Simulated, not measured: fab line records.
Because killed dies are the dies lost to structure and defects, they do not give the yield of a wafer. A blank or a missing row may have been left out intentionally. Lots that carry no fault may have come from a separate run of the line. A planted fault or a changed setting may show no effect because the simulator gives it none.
Which tool was responsible? | flow n5-finfet | 24 lots with 72 wafers sampled at 6 steps, on a route of 1938 steps

## WHAT THE GAUGES READ, wafer by wafer
N5_MOL_CONTACT_COAG_CD_MEAS_40: the cd target is 25.1 nm.
lot  | measured     | on        | cd-nm (nm)
L074 | day 5 06:25  | cd-sem-01 | 24.80 24.61 25.30
L075 | day 5 08:28  | cd-sem-02 | 24.77 24.98 24.70
L076 | day 5 17:46  | cd-sem-03 | 25.10 25.10 24.99
L077 | day 5 22:17  | cd-sem-02 | 24.58 25.03 24.84
L078 | day 6 03:37  | cd-sem-01 | 24.67 24.58 24.55
L079 | day 6 12:28  | cd-sem-03 | 25.22 25.48 25.30
L080 | day 6 21:46  | cd-sem-03 | 25.03 24.85 24.90
L081 | day 6 23:59  | cd-sem-01 | 24.90 24.79 24.87
L082 | day 7 02:00  | cd-sem-03 | 24.74 24.96 24.99
L083 | day 7 09:57  | cd-sem-03 | 24.67 25.10 25.47
L084 | day 7 16:49  | cd-sem-01 | 25.60 24.96 25.10
L085 | day 7 22:03  | cd-sem-01 | 24.90 25.13 24.89
L086 | day 8 07:50  | cd-sem-03 | 25.30 25.25 25.19
L087 | day 8 09:55  | cd-sem-03 | 24.88 24.97 24.82
L088 | day 8 16:22  | cd-sem-02 | 25.18 25.24 25.43
L089 | day 9 02:13  | cd-sem-03 | 24.76 24.78 25.09
L090 | day 9 05:14  | cd-sem-02 | 25.38 25.23 25.00
L091 | day 9 14:05  | cd-sem-01 | 24.94 25.32 24.89
L092 | day 9 16:08  | cd-sem-01 | 25.18 25.29 25.16
L093 | day 9 22:21  | cd-sem-01 | 25.08 25.08 25.10
L094 | day 10 03:28 | cd-sem-02 | 24.90 24.75 24.67
L095 | day 10 05:35 | cd-sem-02 | 24.92 25.12 25.21
L096 | day 10 19:08 | cd-sem-01 | 25.17 25.56 25.01
L097 | day 11 00:19 | cd-sem-02 | 24.84 24.39 24.93

N5_BEOL_M0_SAQP_CD_MEAS_14: the cd target is 42.5 nm.
lot  | measured     | on        | cd-nm (nm)
L074 | day 5 13:08  | cd-sem-01 | 42.0 42.7 42.5
L075 | day 5 17:58  | cd-sem-02 | 42.5 42.6 42.8
L076 | day 6 00:05  | cd-sem-01 | 42.9 42.0 42.8
L077 | day 6 07:49  | cd-sem-01 | 42.2 42.0 42.4
L078 | day 6 11:22  | cd-sem-03 | 41.9 42.6 42.2
L079 | day 6 19:20  | cd-sem-02 | 42.1 41.5 42.1
L080 | day 7 04:04  | cd-sem-03 | 42.5 42.5 42.5
L081 | day 7 08:19  | cd-sem-02 | 42.8 42.8 42.7
L082 | day 7 10:28  | cd-sem-02 | 42.0 41.9 41.9
L083 | day 7 16:00  | cd-sem-03 | 42.3 42.4 42.5
L084 | day 8 01:42  | cd-sem-03 | 42.9 42.7 42.6
L085 | day 8 05:03  | cd-sem-03 | 42.5 42.5 43.1
L086 | day 8 14:40  | cd-sem-01 | 42.3 42.7 42.3
L087 | day 8 18:00  | cd-sem-02 | 42.0 41.7 41.8
L088 | day 8 23:09  | cd-sem-03 | 42.0 41.9 42.6
L089 | day 9 08:38  | cd-sem-01 | 41.8 42.5 42.1
L090 | day 9 11:40  | cd-sem-02 | 42.7 42.6 42.6
L091 | day 9 20:50  | cd-sem-01 | 42.1 42.3 42.3
L092 | day 10 01:05 | cd-sem-01 | 42.2 42.8 43.2
L093 | day 10 05:54 | cd-sem-03 | 43.2 42.2 42.2
L094 | day 10 09:49 | cd-sem-02 | 42.4 42.6 42.0
L095 | day 10 13:54 | cd-sem-01 | 42.5 42.5 42.4
L096 | day 11 01:17 | cd-sem-02 | 42.6 43.2 43.1
L097 | day 11 10:30 | cd-sem-01 | 42.8 42.4 41.8

N5_BEOL_M0_SAQP_OVL_MEAS_15.
lot  | measured     | on         | M0_CORE_OVL (nm)
L074 | day 5 13:10  | overlay-02 | 1.1 2.1 1.7
L075 | day 5 17:59  | overlay-01 | 1.4 1.4 1.5
L076 | day 6 00:07  | overlay-01 | -0.9 -0.1 0.0
L077 | day 6 07:50  | overlay-01 | 1.3 1.4 1.6
L078 | day 6 11:23  | overlay-01 | 0.5 0.5 1.2
L079 | day 6 19:22  | overlay-01 | 0.0 1.3 0.7
L080 | day 7 04:06  | overlay-02 | 0.9 0.0 0.3
L081 | day 7 08:20  | overlay-01 | 1.6 0.0 1.2
L082 | day 7 10:30  | overlay-01 | 1.4 1.5 0.2
L083 | day 7 16:02  | overlay-02 | -1.0 0.1 0.4
L084 | day 8 01:44  | overlay-01 | -1.6 1.1 0.3
L085 | day 8 05:05  | overlay-01 | 1.0 -1.1 0.9
L086 | day 8 14:42  | overlay-01 | 2.0 1.0 1.0
L087 | day 8 18:02  | overlay-02 | 1.5 0.2 1.6
L088 | day 8 23:11  | overlay-02 | 1.2 1.2 0.5
L089 | day 9 08:40  | overlay-02 | 0.3 0.6 1.1
L090 | day 9 11:43  | overlay-01 | 1.6 0.9 1.6
L091 | day 9 20:52  | overlay-01 | 0.9 1.1 1.8
L092 | day 10 01:07 | overlay-02 | 0.9 0.9 0.3
L093 | day 10 05:56 | overlay-02 | 2.0 1.3 2.4
L094 | day 10 09:51 | overlay-01 | 0.2 0.0 0.4
L095 | day 10 13:56 | overlay-01 | -0.4 -0.3 0.3
L096 | day 11 01:19 | overlay-02 | 0.7 0.1 1.1
L097 | day 11 10:32 | overlay-01 | -0.2 -0.5 -0.1

## TOOL THAT RAN EACH LOT (tool first, then ch and the chambers of the sampled wafers, then the start)
lot  | N5_MOL_CONTACT_COAG_ETCH_89        | N5_MOL_CONTACT_COAG_STRIP_49         | N5_BEOL_M0_SAQP_ILD_DEP_01
L074 | rie-diel-02 ch 0,3, day 5 05:06    | plasma-asher-01 ch 0,1, day 5 07:13  | pecvd-03 ch 0,1,2, day 5 11:34
L075 | rie-diel-02 ch 0,2,3, day 5 07:16  | plasma-asher-01 ch 0,1, day 5 09:29  | pecvd-01 ch 1,2, day 5 14:34
L076 | rie-diel-05 ch 0,1, day 5 16:30    | plasma-asher-01 ch 0,1, day 5 18:43  | pecvd-01 ch 1,2, day 5 23:01
L077 | rie-diel-01 ch 1,2,3, day 5 21:05  | plasma-asher-01 ch 0,1, day 5 23:45  | pecvd-03 ch 1,2, day 6 04:03
L078 | rie-diel-01 ch 0,2, day 6 02:31    | plasma-asher-02 ch 0,1, day 6 04:25  | pecvd-04 ch 0,1, day 6 08:43
L079 | rie-diel-05 ch 0,1,2, day 6 11:12  | plasma-asher-02 ch 0,1, day 6 13:33  | pecvd-04 ch 0,1, day 6 17:51
L080 | rie-diel-02 ch 0,1,2, day 6 20:38  | plasma-asher-02 ch 0,1, day 6 22:46  | pecvd-01 ch 1,2, day 7 03:04
L081 | rie-diel-02 ch 0,2,3, day 6 22:53  | plasma-asher-01 ch 0,1, day 7 01:19  | pecvd-01 ch 0,1,2, day 7 06:05
L082 | rie-diel-01 ch 0,1, day 7 00:46    | plasma-asher-02 ch 0,1, day 7 03:00  | pecvd-01 ch 1,2, day 7 09:04
L083 | rie-diel-02 ch 0,1,2, day 7 08:52  | plasma-asher-02 ch 0,1, day 7 10:46  | pecvd-01 ch 0,2, day 7 15:04
L084 | rie-diel-02 ch 0,1, day 7 15:43    | plasma-asher-01 ch 0,1, day 7 17:55  | pecvd-04 ch 0,2, day 7 22:13
L085 | rie-diel-02 ch 0,3, day 7 20:50    | plasma-asher-01 ch 0,1, day 7 22:50  | pecvd-03 ch 0,2, day 8 03:09
L086 | rie-diel-05 ch 1,2,3, day 8 06:22  | plasma-asher-01 ch 0,1, day 8 08:58  | pecvd-01 ch 1,2, day 8 13:16
L087 | rie-diel-02 ch 1,2, day 8 08:42    | plasma-asher-01 ch 0,1, day 8 10:53  | pecvd-04 ch 0,2, day 8 16:16
L088 | rie-diel-02 ch 0,3, day 8 15:09    | plasma-asher-01 ch 1, day 8 17:23    | pecvd-04 ch 0,2, day 8 21:44
L089 | rie-diel-05 ch 2,3, day 9 00:59    | plasma-asher-02 ch 0, day 9 03:01    | pecvd-03 ch 0,2, day 9 07:35
L090 | rie-diel-02 ch 0,1,2, day 9 04:08  | plasma-asher-02 ch 1, day 9 06:05    | pecvd-03 ch 0,1, day 9 10:37
L091 | rie-diel-01 ch 1,2, day 9 11:50    | plasma-asher-02 ch 0,1, day 9 15:02  | pecvd-01 ch 0,1,2, day 9 19:20
L092 | rie-diel-05 ch 1,2,3, day 9 15:02  | plasma-asher-02 ch 0,1, day 9 16:57  | pecvd-04 ch 0,1,2, day 9 22:21
L093 | rie-diel-05 ch 2,3, day 9 21:02    | plasma-asher-02 ch 0, day 9 23:50    | pecvd-01 ch 0,1,2, day 10 04:10
L094 | rie-diel-01 ch 1,2,3, day 10 02:22 | plasma-asher-01 ch 0,1, day 10 04:20 | pecvd-01 ch 0,2, day 10 08:39
L095 | rie-diel-01 ch 0,2, day 10 04:29   | plasma-asher-02 ch 1, day 10 06:46   | pecvd-03 ch 0,1, day 10 11:40
L096 | rie-diel-05 ch 0,1, day 10 17:56   | plasma-asher-01 ch 0,1, day 10 19:56 | pecvd-03 ch 0,1, day 11 00:20
L097 | rie-diel-02 ch 0,1, day 10 23:02   | plasma-asher-01 ch 0,1, day 11 02:12 | pecvd-03 ch 0,1,2, day 11 06:30
- N5_MOL_CONTACT_COAG_ETCH_89: etches underlayer in N2/H2, target depth 13 nm, time 10.4 s.
- N5_MOL_CONTACT_COAG_STRIP_49: strips in N2/H2, time 30 s.
- N5_BEOL_M0_SAQP_ILD_DEP_01: deposits SiOC from DEMS/O2, target thk 45.419 nm, time 8.7 s.

## WHAT THE TOOLS THEMSELVES READ (means of the sampled wafers that have a number; where no wafer has one, the mark that the record gives instead)
N5_MOL_CONTACT_COAG_ETCH_89.
lot  | tool        | chamber-pressure-mTorr (mTorr) | drypump-motor-current-A (A) | etch-rf-on-time-s (s) | oes-product-au (a.u.) | rf-vpp-V (V) | showerhead-plenum-p-Torr (Torr) | throttle-valve-pct (%)
L074 | rie-diel-02 | 29.99                          | 6.2                         | 10.33                 | 0.69                  | 527.2        | 2.65                            | 17.56
L075 | rie-diel-02 | 30.00                          | 6.0                         | 10.28                 | 0.73                  | 525.0        | 2.64                            | 17.72
L076 | rie-diel-05 | 29.97                          | 6.2                         | 10.40                 | 0.61                  | 523.5        | 2.56                            | 17.69
L077 | rie-diel-01 | 29.99                          | 5.4                         | 10.11                 | 0.70                  | 524.2        | 2.54                            | 17.76
L078 | rie-diel-01 | 29.99                          | 6.2                         | 10.59                 | 0.63                  | 522.6        | 2.50                            | 17.82
L079 | rie-diel-05 | 30.00                          | 5.9                         | 10.60                 | 0.61                  | 525.0        | 2.59                            | 17.89
L080 | rie-diel-02 | 30.00                          | 6.2                         | 10.38                 | 0.72                  | 525.9        | 2.64                            | 17.66
L081 | rie-diel-02 | 30.02                          | 6.0                         | 10.20                 | 0.71                  | 526.7        | 2.64                            | 17.74
L082 | rie-diel-01 | 30.03                          | 6.4                         | 10.34                 | 0.68                  | 525.9        | 2.64                            | 17.87
L083 | rie-diel-02 | 29.99                          | 6.1                         | 10.31                 | 0.71                  | 527.2        | 2.64                            | 17.67
L084 | rie-diel-02 | 30.00                          | 6.4                         | 10.50                 | 0.67                  | 526.9        | 2.65                            | 17.52
L085 | rie-diel-02 | 29.99                          | 6.1                         | 10.32                 | 0.67                  | 526.6        | 2.64                            | 17.59
L086 | rie-diel-05 | 30.03                          | 6.1                         | 10.25                 | 0.62                  | 522.6        | 2.52                            | 17.83
L087 | rie-diel-02 | 30.02                          | 5.9                         | 10.29                 | 0.72                  | 526.1        | 2.62                            | 17.84
L088 | rie-diel-02 | 30.02                          | 6.1                         | 10.30                 | 0.72                  | 527.5        | 2.67                            | 17.67
L089 | rie-diel-05 | 29.98                          | 6.0                         | 10.14                 | 0.61                  | 522.1        | 2.48                            | 17.95
L090 | rie-diel-02 | 30.01                          | 6.2                         | 10.38                 | 0.68                  | 526.2        | 2.63                            | 17.71
L091 | rie-diel-01 | 29.97                          | 5.7                         | 10.32                 | 0.66                  | 525.2        | 2.59                            | 17.96
L092 | rie-diel-05 | 29.99                          | 6.1                         | 10.44                 | 0.60                  | 522.5        | 2.52                            | 17.85
L093 | rie-diel-05 | 30.01                          | 5.8                         | 10.43                 | 0.60                  | 524.2        | 2.55                            | 18.05
L094 | rie-diel-01 | 30.02                          | 5.4                         | 10.33                 | 0.67                  | 523.1        | 2.53                            | 17.83
L095 | rie-diel-01 | 29.98                          | 5.5                         | 10.58                 | 0.61                  | 521.4        | 2.45                            | 17.93
L096 | rie-diel-05 | 29.99                          | 5.9                         | 10.29                 | 0.77                  | 524.5        | 2.57                            | 17.67
L097 | rie-diel-02 | 29.99                          | 6.4                         | 10.44                 | 0.70                  | 527.6        | 2.67                            | 17.53

N5_MOL_CONTACT_COAG_STRIP_49.
lot  | tool            | drypump-motor-current-A (A) | heater-power-w (W)
L074 | plasma-asher-01 | 6.0                         | 311
L075 | plasma-asher-01 | 5.6                         | 327
L076 | plasma-asher-01 | 6.0                         | 313
L077 | plasma-asher-01 | 6.0                         | 315
L078 | plasma-asher-02 | 5.3                         | 305
L079 | plasma-asher-02 | 5.3                         | 309
L080 | plasma-asher-02 | 5.7                         | 306
L081 | plasma-asher-01 | 6.0                         | 313
L082 | plasma-asher-02 | 5.7                         | 307
L083 | plasma-asher-02 | 5.4                         | 307
L084 | plasma-asher-01 | 6.0                         | 314
L085 | plasma-asher-01 | 6.0                         | 314
L086 | plasma-asher-01 | 5.6                         | 324
L087 | plasma-asher-01 | 5.6                         | 319
L088 | plasma-asher-01 | 6.3                         | 300
L089 | plasma-asher-02 | 6.1                         | 313
L090 | plasma-asher-02 | 5.0                         | 306
L091 | plasma-asher-02 | 5.4                         | 306
L092 | plasma-asher-02 | 5.7                         | 307
L093 | plasma-asher-02 | 6.1                         | 310
L094 | plasma-asher-01 | 6.0                         | 312
L095 | plasma-asher-02 | 4.9                         | 307
L096 | plasma-asher-01 | 6.0                         | 313
L097 | plasma-asher-01 | 5.6                         | 328

N5_BEOL_M0_SAQP_ILD_DEP_01.
lot  | tool     | heater-power-w (W) | showerhead-plenum-p-Torr (Torr) | throttle-valve-pct (%)
L074 | pecvd-03 | 499                | 5.700                           | 11.4
L075 | pecvd-01 | 480                | 5.711                           | 11.4
L076 | pecvd-01 | 479                | 5.704                           | 11.5
L077 | pecvd-03 | 481                | 5.716                           | 11.7
L078 | pecvd-04 | 433                | 5.693                           | 12.3
L079 | pecvd-04 | 463                | 5.691                           | 12.2
L080 | pecvd-01 | 444                | 5.718                           | 12.3
L081 | pecvd-01 | 470                | 5.720                           | 12.1
L082 | pecvd-01 | 429                | 5.711                           | 12.3
L083 | pecvd-01 | 482                | 5.704                           | 12.5
L084 | pecvd-04 | 509                | 5.702                           | 12.1
L085 | pecvd-03 | 478                | 5.695                           | 11.5
L086 | pecvd-01 | 453                | 5.711                           | 11.5
L087 | pecvd-04 | 540                | 5.692                           | 12.1
L088 | pecvd-04 | 474                | 5.702                           | 12.3
L089 | pecvd-03 | 431                | 5.691                           | 11.5
L090 | pecvd-03 | 539                | 5.699                           | 11.8
L091 | pecvd-01 | 482                | 5.707                           | 12.4
L092 | pecvd-04 | 487                | 5.697                           | 12.1
L093 | pecvd-01 | 471                | 5.711                           | 12.3
L094 | pecvd-01 | 484                | 5.706                           | 12.3
L095 | pecvd-03 | 503                | 5.721                           | 11.7
L096 | pecvd-03 | 511                | 5.701                           | 11.7
L097 | pecvd-03 | 498                | 5.700                           | 11.8

## THE ANSWER, worked out from the rows above alone
Rule: the lots themselves supply what counts as usual. Put in order of their means at a reading, lots are off if they are a third of the lots or fewer, leave a main group of 4 or more, and stand apart from it by a gap of 3 or more times the standard deviation of the main group's means; of several such gaps the widest counts. A main group whose means are all the same, to the digits that the tables above print for the reading, isn't used. Also off: a lot with no number at a reading for which 4 or more lots have one. All remaining lots with rows at the step are treated as sound. First the gauges in route order, then the tools' own readings, where a lot's mean is used as printed above. The first step at which some lot is off is used, and at that step the reading that is off furthest; a lot without a number counts as furthest.
Nothing can be told from this: no lot is off at any reading shown.

## WHAT WAS PUT IN BY THE SIMULATOR
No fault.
